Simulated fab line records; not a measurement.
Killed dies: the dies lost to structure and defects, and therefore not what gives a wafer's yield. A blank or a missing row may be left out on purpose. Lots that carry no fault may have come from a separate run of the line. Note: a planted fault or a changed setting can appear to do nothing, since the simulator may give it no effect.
Which tool did it? ; flow n5Finfet ; 24 lots, 72 wafers sampled, at 6 steps of a route of 1938

== WHAT THE GAUGES READ, wafer by wafer ==
N5_BEOL_M11_CD_MEAS_11: the cd target is 64.1 nm. Usual: cdNm at 63.9 nm, with a standard deviation of 0.54.
lot;measured;on;cdNm (nm);flag
L075;day 10 16:39;cdSem-01;63.6 63.7 63.9;
L074;day 10 18:25;cdSem-01;64.0 63.9 64.3;
L077;day 10 22:54;cdSem-01;64.5 63.4 64.0;
L078;day 11 02:08;cdSem-03;63.8 63.3 63.3;
L079;day 11 07:47;cdSem-03;64.0 64.5 63.9;
L076;day 11 13:32;cdSem-03;64.4 64.3 63.4;
L081;day 11 16:28;cdSem-01;63.5 63.9 63.5;
L080;day 11 17:53;cdSem-03;62.9 64.1 63.1;
L082;day 12 06:11;cdSem-02;63.5 64.7 63.6;
L083;day 12 12:10;cdSem-02;64.9 64.0 64.0;
L084;day 12 19:41;cdSem-01;63.7 63.0 64.0;
L085;day 13 06:16;cdSem-01;63.6 63.6 64.8;
L087;day 13 06:26;cdSem-03;63.0 63.0 63.5;
L088;day 13 14:43;cdSem-03;63.2 63.1 63.1;
L086;day 13 17:53;cdSem-01;64.3 63.3 62.6;
L089;day 14 01:46;cdSem-01;63.5 64.4 64.0;
L091;day 14 10:43;cdSem-02;63.9 64.2 63.1;
L090;day 14 10:20;cdSem-03;63.8 63.8 63.4;
L093;day 14 19:26;cdSem-02;63.3 63.2 63.8;
L092;day 15 02:00;cdSem-02;63.7 62.7 64.1;
L094;day 15 11:05;cdSem-03;63.8 63.9 62.9;
L095;day 15 09:40;cdSem-01;65.2 64.3 64.7;
L096;day 15 16:30;cdSem-03;63.9 64.1 63.9;
L097;day 16 01:27;cdSem-02;65.0 63.8 64.1;

N5_BEOL_M11_OCD_MEAS_38. Usual: trenchDepthNm at 147.4 nm, with a standard deviation of 2.2.
lot;measured;on;trenchDepthNm (nm);flag
L075;day 10 18:29;ocd-02;147.7 143.7 145.4;
L074;day 10 20:30;ocd-01;147.8 146.4 146.7;
L077;day 11 01:34;ocd-01;149.4 145.6 144.2;
L078;day 11 06:28;ocd-02;142.6 145.4 146.1;
L079;day 11 09:52;ocd-01;147.7 149.4 152.4;
L076;day 11 15:46;ocd-02;151.3 148.8 145.4;
L081;day 11 18:00;ocd-02;148.5 144.9 145.9;
L080;day 11 20:02;ocd-02;149.0 143.7 150.1;
L082;day 12 07:50;ocd-01;149.3 145.2 152.1;
L083;day 12 14:10;ocd-02;147.0 147.8 145.2;
L084;day 12 22:25;ocd-01;147.7 148.1 146.3;
L085;day 13 09:14;ocd-01;150.6 150.0 150.6;
L087;day 13 09:04;ocd-02;147.0 145.1 147.9;
L088;day 13 16:58;ocd-01;149.7 148.7 147.9;
L086;day 13 22:09;ocd-01;151.2 147.5 149.4;
L089;day 14 04:14;ocd-01;149.8 149.6 148.5;
L091;day 14 13:50;ocd-02;148.9 148.5 149.0;
L090;day 14 13:25;ocd-01;147.1 145.7 147.5;
L093;day 14 22:28;ocd-01;148.0 145.7 147.0;
L092;day 15 04:17;ocd-02;151.6 148.8 149.4;
L094;day 15 12:34;ocd-02;146.0 147.9 145.8;
L095;day 15 11:19;ocd-02;146.6 147.7 150.5;
L096;day 15 19:06;ocd-01;141.2 146.3 146.3;
L097;day 16 03:37;ocd-01;144.5 144.9 150.4;

== WHAT TOOL EACH LOT RAN ON (gives the tool, then ch and the chambers of the sampled wafers, and finally the start) ==
lot;N5_BEOL_M10_CURE_71;N5_BEOL_M10_ETCH_41;N5_BEOL_M10_ANNEAL_51;N5_BEOL_M11_TRENCH_ETCH_37
L075;uvCure-03 ch 2, day 10 05:39;rieDiel-05 ch 0,2,3, day 10 13:58 or earlier;rtpAnneal-02 ch 0, day 10 13:58;rieDiel-06 ch 0,1,3, day 10 18:29 or earlier
L074;uvCure-02 ch 2, day 10 06:56;rieDiel-05 ch 0,1,3, day 10 15:10 or earlier;rtpAnneal-01 ch 0, day 10 15:10;rieDiel-06 ch 1,3, day 10 20:30 or earlier
L077;uvCure-03 ch 2, day 10 14:47;rieDiel-01 ch 1,2, day 10 20:08 or earlier;rtpAnneal-01 ch 0, day 10 20:08;rieDiel-06 ch 0,1,2, day 11 01:34 or earlier
L078;uvCure-02 ch 2, day 10 15:42;rieDiel-01 ch 1,2, day 10 22:34 or earlier;rtpAnneal-01 ch 0, day 10 22:34;rieDiel-06 ch 0,2,3, day 11 06:28 or earlier
L079;uvCure-03 ch 2, day 10 19:09;rieDiel-05 ch 0,3, day 11 05:13 or earlier;rtpAnneal-02 ch 0, day 11 05:13;rieDiel-02 ch 0,1,2, day 11 09:52 or earlier
L076;uvCure-03 ch 0, day 11 00:20;rieDiel-01 ch 0,1,3, day 11 10:34 or earlier;rtpAnneal-01 ch 0, day 11 10:34;rieDiel-02 ch 0,1,2, day 11 15:46 or earlier
L081;uvCure-02 ch 0, day 11 03:58;rieDiel-01 ch 1,3, day 11 13:31 or earlier;rtpAnneal-02 ch 0, day 11 13:31;rieDiel-06 ch 0,1,2, day 11 18:00 or earlier
L080;uvCure-02 ch 0, day 11 08:43;rieDiel-03 ch 1,2,3, day 11 15:25 or earlier;rtpAnneal-01 ch 0, day 11 15:25;rieDiel-02 ch 0,2, day 11 20:02 or earlier
L082;uvCure-01 ch 0, day 11 18:05;rieDiel-03 ch 0,1,2, day 12 03:13 or earlier;rtpAnneal-01 ch 0, day 12 03:13;rieDiel-02 ch 0,1,2, day 12 07:50 or earlier
L083;uvCure-03 ch 2, day 11 23:06;rieDiel-05 ch 0,1,3, day 12 06:59 or earlier;rtpAnneal-01 ch 0, day 12 06:59;rieDiel-06 ch 2,3, day 12 14:10 or earlier
L084;uvCure-03 ch 2, day 12 08:29;rieDiel-05 ch 1,2, day 12 17:08 or earlier;rtpAnneal-02 ch 0, day 12 17:08;rieDiel-04 ch 1,2,3, day 12 22:25 or earlier
L085;uvCure-01 ch 0, day 12 18:48;rieDiel-05 ch 0,1,2, day 13 00:52 or earlier;rtpAnneal-01 ch 0, day 13 00:52;rieDiel-02 ch 0,3, day 13 09:14 or earlier
L087;uvCure-01 ch 0, day 12 20:07;rieDiel-05 ch 1,2, day 13 02:14 or earlier;rtpAnneal-01 ch 0, day 13 02:14;rieDiel-06 ch 2,3, day 13 09:04 or earlier
L088;uvCure-02 ch 0, day 13 03:32;rieDiel-03 ch 1,2,3, day 13 10:29 or earlier;rtpAnneal-01 ch 0, day 13 10:29;rieDiel-04 ch 0,2, day 13 16:58 or earlier
L086;uvCure-02 ch 1, day 13 08:02;rieDiel-05 ch 0,2,3, day 13 14:38 or earlier;rtpAnneal-02 ch 0, day 13 14:38;rieDiel-02 ch 0,1,2, day 13 22:09 or earlier
L089;uvCure-01 ch 0, day 13 12:25;rieDiel-03 ch 0,2,3, day 13 22:56 or earlier;rtpAnneal-01 ch 0, day 13 22:56;rieDiel-04 ch 0,3, day 14 04:14 or earlier
L091;uvCure-03 ch 1, day 13 23:17;rieDiel-01 ch 2,3, day 14 06:37 or earlier;rtpAnneal-01 ch 0, day 14 06:37;rieDiel-04 ch 0,2, day 14 13:50 or earlier
L090;uvCure-02 ch 0, day 14 00:30;rieDiel-03 ch 0,1, day 14 06:01 or earlier;rtpAnneal-02 ch 0, day 14 06:01;rieDiel-06 ch 0,1,2, day 14 13:25 or earlier
L093;uvCure-03 ch 1, day 14 09:05;rieDiel-03 ch 0,1,3, day 14 15:41 or earlier;rtpAnneal-01 ch 0, day 14 15:41;rieDiel-06 ch 0,1,2, day 14 22:28 or earlier
L092;uvCure-01 ch 1, day 14 16:04;rieDiel-05 ch 0,3, day 15 00:01 or earlier;rtpAnneal-01 ch 0, day 15 00:01;rieDiel-04 ch 0,2,3, day 15 04:17 or earlier
L094;uvCure-03 ch 1, day 15 00:37;rieDiel-05 ch 0,2, day 15 08:52 or earlier;rtpAnneal-01 ch 0, day 15 08:52;rieDiel-06 ch 0,3, day 15 12:34 or earlier
L095;uvCure-02 ch 1, day 15 01:14;rieDiel-05 ch 0,2, day 15 06:14 or earlier;rtpAnneal-02 ch 0, day 15 06:14;rieDiel-06 ch 1,2,3, day 15 11:19 or earlier
L096;uvCure-03 ch 0, day 15 05:16;rieDiel-03 ch 0,2, day 15 13:55 or earlier;rtpAnneal-01 ch 0, day 15 13:55;rieDiel-06 ch 0,2,3, day 15 19:06 or earlier
L097;uvCure-02 ch 0, day 15 12:02;rieDiel-05 ch 0,2, day 15 19:12 or earlier;rtpAnneal-01 ch 0, day 15 19:12;rieDiel-04 ch 1,3, day 16 03:37 or earlier
- N5_BEOL_M10_CURE_71: cures SiCOH lowk, time 240 s.
- N5_BEOL_M10_ETCH_41: etches SiCN in CH3F/O2, target depth 42.6 nm, time 86 s.
- N5_BEOL_M10_ANNEAL_51: time 90 s.
- N5_BEOL_M11_TRENCH_ETCH_37: etches SiCOH lowk in C4F6/O2, target depth 148.83 nm, time 48 s.

== WHAT THE TOOLS THEMSELVES READ (means of the sampled wafers that have a number; where no wafer has one, the mark that the record gives instead) ==
N5_BEOL_M10_CURE_71. Usual: lampPowerPct 52.31 %, standard deviation 0.049; wafer_temp_C_max 387.0, standard deviation 0.56.
lot;tool;lampPowerPct (%);wafer_temp_C_max;flag
L075;uvCure-03;52.27;386.8;
L074;uvCure-02;52.35;388.0;
L077;uvCure-03;52.34;387.4;
L078;uvCure-02;52.38;387.4;
L079;uvCure-03;52.32;387.1;
L076;uvCure-03;52.26;386.2;
L081;uvCure-02;52.36;387.7;
L080;uvCure-02;52.31;387.0;
L082;uvCure-01;52.34;386.7;
L083;uvCure-03;52.34;387.4;
L084;uvCure-03;52.33;386.8;
L085;uvCure-01;52.32;387.2;
L087;uvCure-01;52.29;387.0;
L088;uvCure-02;52.27;387.2;
L086;uvCure-02;52.30;386.5;
L089;uvCure-01;52.30;386.6;
L091;uvCure-03;52.32;387.4;
L090;uvCure-02;52.29;387.3;
L093;uvCure-03;52.28;387.1;
L092;uvCure-01;52.30;386.4;
L094;uvCure-03;52.33;386.8;
L095;uvCure-02;52.31;386.8;
L096;uvCure-03;52.32;385.8;
L097;uvCure-02;52.36;386.9;

N5_BEOL_M10_ETCH_41. Usual: drypumpMotorCurrentA 5.7 A, standard deviation 0.41; oesProductAu 0.80 a.u., standard deviation 0.081; rfVppV 297.6 V, standard deviation 1.5; showerheadPlenumPTorr 2.01 Torr, standard deviation 0.061; throttleValvePct 16.3 %, standard deviation 0.31.
lot;tool;drypumpMotorCurrentA (A);oesProductAu (a.u.);rfVppV (V);showerheadPlenumPTorr (Torr);throttleValvePct (%);flag
L075;rieDiel-05;5.7;0.72;298.2;2.04;16.3;
L074;rieDiel-05;5.5;0.74;297.5;2.03;16.4;
L077;rieDiel-01;5.7;0.82;298.5;2.00;16.2;
L078;rieDiel-01;5.7;0.76;297.1;1.98;16.5;
L079;rieDiel-05;5.6;0.77;299.9;2.06;16.1;
L076;rieDiel-01;5.3;0.84;297.2;1.97;16.1;
L081;rieDiel-01;5.3;0.83;296.7;1.97;16.2;
L080;rieDiel-03;6.1;0.83;296.8;1.99;16.2;
L082;rieDiel-03;6.1;0.89;298.0;2.00;16.0;
L083;rieDiel-05;5.6;0.73;297.7;2.02;16.5;
L084;rieDiel-05;6.0;0.88;297.2;2.02;16.4;
L085;rieDiel-05;5.7;0.80;298.4;2.03;16.3;
L087;rieDiel-05;6.0;0.86;297.8;2.02;16.4;
L088;rieDiel-03;6.1;0.82;296.9;1.98;16.3;
L086;rieDiel-05;5.8;0.80;297.4;2.04;16.2;
L089;rieDiel-03;5.7;0.84;298.1;2.04;16.2;
L091;rieDiel-01;5.6;0.89;296.2;1.95;16.3;
L090;rieDiel-03;6.3;0.87;297.8;1.99;16.1;
L093;rieDiel-03;5.9;0.85;299.0;2.04;16.1;
L092;rieDiel-05;5.6;0.70;296.7;2.01;16.4;
L094;rieDiel-05;5.9;0.83;298.1;2.04;16.1;
L095;rieDiel-05;5.9;0.84;298.2;2.04;16.1;
L096;rieDiel-03;5.6;0.86;297.8;2.06;16.0;
L097;rieDiel-05;5.9;0.83;298.6;2.04;16.1;

N5_BEOL_M10_ANNEAL_51. Usual: wafer_temp_C_max at 225.68, with a standard deviation of 0.29.
lot;tool;wafer_temp_C_max;flag
L075;rtpAnneal-02;226.16;
L074;rtpAnneal-01;225.61;
L077;rtpAnneal-01;225.72;
L078;rtpAnneal-01;225.35;
L079;rtpAnneal-02;225.74;
L076;rtpAnneal-01;225.43;
L081;rtpAnneal-02;226.28;
L080;rtpAnneal-01;225.71;
L082;rtpAnneal-01;225.35;
L083;rtpAnneal-01;225.46;
L084;rtpAnneal-02;226.04;
L085;rtpAnneal-01;225.61;
L087;rtpAnneal-01;225.60;
L088;rtpAnneal-01;225.50;
L086;rtpAnneal-02;225.83;
L089;rtpAnneal-01;225.49;
L091;rtpAnneal-01;225.90;
L090;rtpAnneal-02;225.95;
L093;rtpAnneal-01;225.46;
L092;rtpAnneal-01;225.55;
L094;rtpAnneal-01;225.54;
L095;rtpAnneal-02;225.94;
L096;rtpAnneal-01;225.69;
L097;rtpAnneal-01;225.67;

N5_BEOL_M11_TRENCH_ETCH_37. Usual: drypumpMotorCurrentA 5.8 A, standard deviation 0.37; oes_o_777_au 0.79 a.u., standard deviation 0.059; oesProductAu 0.78 a.u., standard deviation 0.058; rfVppV 663 V, standard deviation 9.5; showerheadPlenumPTorr 2.85 Torr, standard deviation 0.11; throttleValvePct 20.88 %, standard deviation 0.24.
lot;tool;drypumpMotorCurrentA (A);oes_o_777_au (a.u.);oesProductAu (a.u.);rfVppV (V);showerheadPlenumPTorr (Torr);throttleValvePct (%);flag
L075;rieDiel-06;5.8;0.78;0.76;663;2.80;20.79;
L074;rieDiel-06;5.8;0.79;0.77;669;2.87;20.71;
L077;rieDiel-06;5.9;0.80;0.78;662;2.82;20.76;
L078;rieDiel-06;5.7;0.76;0.74;670;2.87;20.82;
L079;rieDiel-02;5.8;0.81;0.79;658;2.90;21.07;
L076;rieDiel-02;5.7;0.80;0.79;657;2.90;21.06;
L081;rieDiel-06;5.9;0.79;0.78;662;2.81;20.78;
L080;rieDiel-02;5.6;0.77;0.74;664;2.90;21.30;
L082;rieDiel-02;5.7;0.80;0.78;658;2.90;21.08;
L083;rieDiel-06;5.7;0.77;0.76;675;2.94;20.75;
L084;rieDiel-04;5.6;0.78;0.77;660;2.81;21.03;
L085;rieDiel-02;5.3;0.77;0.75;665;2.98;21.10;
L087;rieDiel-06;5.7;0.77;0.75;675;2.93;20.77;
L088;rieDiel-04;5.5;0.83;0.81;661;2.74;20.87;
L086;rieDiel-02;5.7;0.78;0.78;659;2.89;21.10;
L089;rieDiel-04;5.8;0.84;0.85;664;2.80;20.71;
L091;rieDiel-04;5.5;0.82;0.80;661;2.74;20.90;
L090;rieDiel-06;5.9;0.78;0.76;660;2.81;20.81;
L093;rieDiel-06;5.9;0.77;0.76;661;2.80;20.82;
L092;rieDiel-04;5.6;0.83;0.81;659;2.78;20.88;
L094;rieDiel-06;5.6;0.72;0.71;672;2.83;20.89;
L095;rieDiel-06;5.9;0.78;0.77;666;2.88;20.74;
L096;rieDiel-06;5.7;0.74;0.72;669;2.85;20.87;
L097;rieDiel-04;5.7;0.88;0.90;666;2.83;20.82;

== THE ANSWER, worked out from the rows above alone ==
Rule: lot off if the mean of its wafers having a number is beyond 3 standard deviations from the usual mean. Also off: a lot with no number at a reading for which 4 or more lots have one. Any other lot the step has rows for is counted as sound. First the gauges in route order, then the tools' own readings, where a lot's mean is used as printed above. At the first step where some lot is off, the reading lying furthest off is the one used; lots without a number count as furthest.
None of the lots is off at any reading shown; this tells nothing.

== WHAT THE SIMULATOR HAD INSERTED ==
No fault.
